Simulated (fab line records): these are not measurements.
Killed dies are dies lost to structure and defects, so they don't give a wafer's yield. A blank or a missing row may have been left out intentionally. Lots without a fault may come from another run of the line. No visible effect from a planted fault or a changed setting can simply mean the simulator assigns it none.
Which tool is to blame? -- flow nand harc -- 72 wafers from 24 lots sampled at 3 of the route's 1302 steps

## WHAT THE GAUGES READ, wafer by wafer
NHARC_A_ONON_D1_INSPECT_32.
lot,measured,on,raw defect count
L074,day 8 07:19,defect inspect-02,58 44 64
L075,day 8 17:35,defect inspect-02,66 117 48
L076,day 9 01:35,defect inspect-02,51 67 47
L078,day 9 18:21,defect inspect-01,139 120 71
L077,day 9 18:25,defect inspect-02,47 37 38
L079,day 10 11:43,defect inspect-01,52 72 46
L080,day 10 18:40,defect inspect-01,47 120 55
L081,day 11 03:20,defect inspect-01,43 80 69
L082,day 11 12:05,defect inspect-02,51 86 103
L083,day 12 07:14,defect inspect-01,58 67 71
L084,day 12 16:50,defect inspect-02,97 97 104
L085,day 12 23:38,defect inspect-02,172 124 61
L086,day 13 04:58,defect inspect-01,50 65 33
L087,day 14 05:00,defect inspect-01,48 64 37
L088,day 14 05:00,defect inspect-02,108 76 101
L089,day 14 10:38,defect inspect-01,60 55 59
L090,day 15 01:35,defect inspect-01,52 55 83
L091,day 15 01:47,defect inspect-01,64 113 47
L092,day 15 20:32,defect inspect-01,72 90 66
L093,day 15 20:32,defect inspect-02,83 69 71
L094,day 16 20:17,defect inspect-02,82 51 99
L095,day 16 20:25,defect inspect-02,45 100 63
L096,day 17 11:35,defect inspect-02,76 56 59
L097,day 18 04:18,defect inspect-02,71 69 49

NHARC_A_CHANNEL_HOLE_D1_OVL_MEAS_11.
lot,measured,on,overlay x nm (nm),overlay y nm (nm)
L074,day 8 10:07,overlay-02,1.0 0.7 0.7,0.9 0.8 0.3
L075,day 8 23:58,overlay-02,-0.8 0.0 -0.6,-0.6 -0.5 -0.9
L076,day 9 10:19,overlay-02,-1.2 -1.5 -1.3,-1.8 -0.9 -1.4
L078,day 9 21:10,overlay-02,-0.6 -0.6 0.0,0.0 -0.3 -0.9
L077,day 9 21:56,overlay-02,0.2 -0.5 0.3,1.1 0.9 1.3
L079,day 10 16:26,overlay-01,-0.1 -0.4 -0.4,0.0 0.0 -0.2
L080,day 10 21:44,overlay-02,0.2 0.5 0.3,0.3 0.2 0.5
L081,day 11 06:02,overlay-02,-0.6 -0.2 -1.1,-0.8 -0.6 -0.5
L082,day 11 15:31,overlay-01,0.0 -0.1 0.2,-0.2 -0.4 -0.8
L083,day 12 13:56,overlay-02,-0.2 0.3 0.3,-0.8 -0.3 -0.5
L084,day 12 20:26,overlay-02,1.2 0.8 1.0,0.1 0.4 0.2
L085,day 13 03:14,overlay-01,0.4 0.9 0.9,0.8 0.7 1.2
L086,day 13 07:46,overlay-01,1.5 0.9 1.0,-0.5 0.3 -0.1
L087,day 14 08:57,overlay-02,-1.1 -0.8 -1.2,0.3 1.0 0.7
L088,day 14 10:46,overlay-01,0.0 0.6 0.5,1.2 1.8 1.2
L089,day 14 13:17,overlay-01,0.8 0.3 0.8,1.0 1.4 1.6
L090,day 15 04:16,overlay-01,-1.5 -1.0 -1.5,0.1 -0.4 -0.2
L091,day 15 04:35,overlay-01,0.0 -0.1 0.0,0.5 0.5 -0.3
L092,day 16 02:40,overlay-02,0.2 0.6 0.1,-1.4 -2.0 -1.6
L093,day 16 02:30,overlay-01,0.3 -0.1 -0.3,-0.2 0.1 -0.2
L094,day 16 23:59,overlay-01,0.2 0.7 0.5,-0.4 -0.2 -0.7
L095,day 17 00:31,overlay-01,-0.6 -0.5 -0.7,0.5 1.2 0.6
L096,day 17 15:11,overlay-01,0.7 0.8 1.2,-0.8 0.0 0.0
L097,day 18 07:38,overlay-01,1.2 1.8 0.5,-0.4 0.1 0.1

## WHICH TOOL RAN EACH LOT (tool, then ch and the chambers of the sampled wafers, then the start)
lot,NHARC_A_CHANNEL_HOLE_D1_DEP_01
L074,"pecvd-03 ch 0,1,2, day 8 09:19"
L075,"pecvd-04 ch 1,2, day 8 23:09"
L076,"pecvd-02 ch 0,1, day 9 09:30"
L078,"pecvd-04 ch 0,1, day 9 20:20"
L077,"pecvd-02 ch 1,2, day 9 21:08"
L079,"pecvd-03 ch 0,1,2, day 10 15:38"
L080,"pecvd-04 ch 1,2, day 10 21:07"
L081,"pecvd-02 ch 0,1,2, day 11 05:23"
L082,"pecvd-03 ch 1,2, day 11 14:44"
L083,"pecvd-03 ch 0,2, day 12 13:08"
L084,"pecvd-02 ch 1,2, day 12 19:38"
L085,"pecvd-04 ch 0,1,2, day 13 02:25"
L086,"pecvd-02 ch 0,1,2, day 13 06:58"
L087,"pecvd-02 ch 0,1,2, day 14 08:11"
L088,"pecvd-03 ch 0,1, day 14 09:57"
L089,"pecvd-03 ch 1,2, day 14 12:40"
L090,"pecvd-02 ch 0,1,2, day 15 03:35"
L091,"pecvd-03 ch 0,1,2, day 15 03:49"
L092,"pecvd-04 ch 0,2, day 16 01:44"
L093,"pecvd-03 ch 0,2, day 16 01:42"
L094,"pecvd-03 ch 0,2, day 16 23:19"
L095,"pecvd-03 ch 0,2, day 16 23:52"
L096,"pecvd-03 ch 0,1,2, day 17 14:24"
L097,"pecvd-03 ch 0,1, day 18 06:58"
- NHARC_A_CHANNEL_HOLE_D1_DEP_01: deposits SiON, target thk 140 nm.

## AS READ BY THE TOOLS THEMSELVES (means over the sampled wafers that have a number; for cases with no such wafer, the mark the record gives instead)
NHARC_A_CHANNEL_HOLE_D1_DEP_01.
lot,tool,heater power w (W)
L074,pecvd-03,757
L075,pecvd-04,759
L076,pecvd-02,720
L078,pecvd-04,808
L077,pecvd-02,759
L079,pecvd-03,774
L080,pecvd-04,705
L081,pecvd-02,712
L082,pecvd-03,663
L083,pecvd-03,872
L084,pecvd-02,714
L085,pecvd-04,767
L086,pecvd-02,684
L087,pecvd-02,702
L088,pecvd-03,832
L089,pecvd-03,763
L090,pecvd-02,706
L091,pecvd-03,747
L092,pecvd-04,754
L093,pecvd-03,829
L094,pecvd-03,866
L095,pecvd-03,767
L096,pecvd-03,739
L097,pecvd-03,828

## THE ANSWER, worked out from the rows above alone
Rule: the usual values come from the lots themselves. The widest of any qualifying gaps counts: lots, ordered by their means at a reading, are off when they make up no more than a third of the lots, leave a main group of 4 or more, and stand apart from it by 3 or more times the standard deviation of that group's means. Not used: any main group whose means are identical at the precision the tables above print for the reading. Also off: a lot with no number at a reading for which 4 or more lots have one. All remaining lots with rows at the step are treated as sound. Order of review: gauges by route order, followed by the tools' own readings, for which a lot's mean as printed above is used. The first step at which some lot is off is used, and at that step the reading that is off furthest; a lot without a number counts as furthest.
None of the lots is off at any reading shown; this tells nothing.

## WHAT THE SIMULATOR PUT IN
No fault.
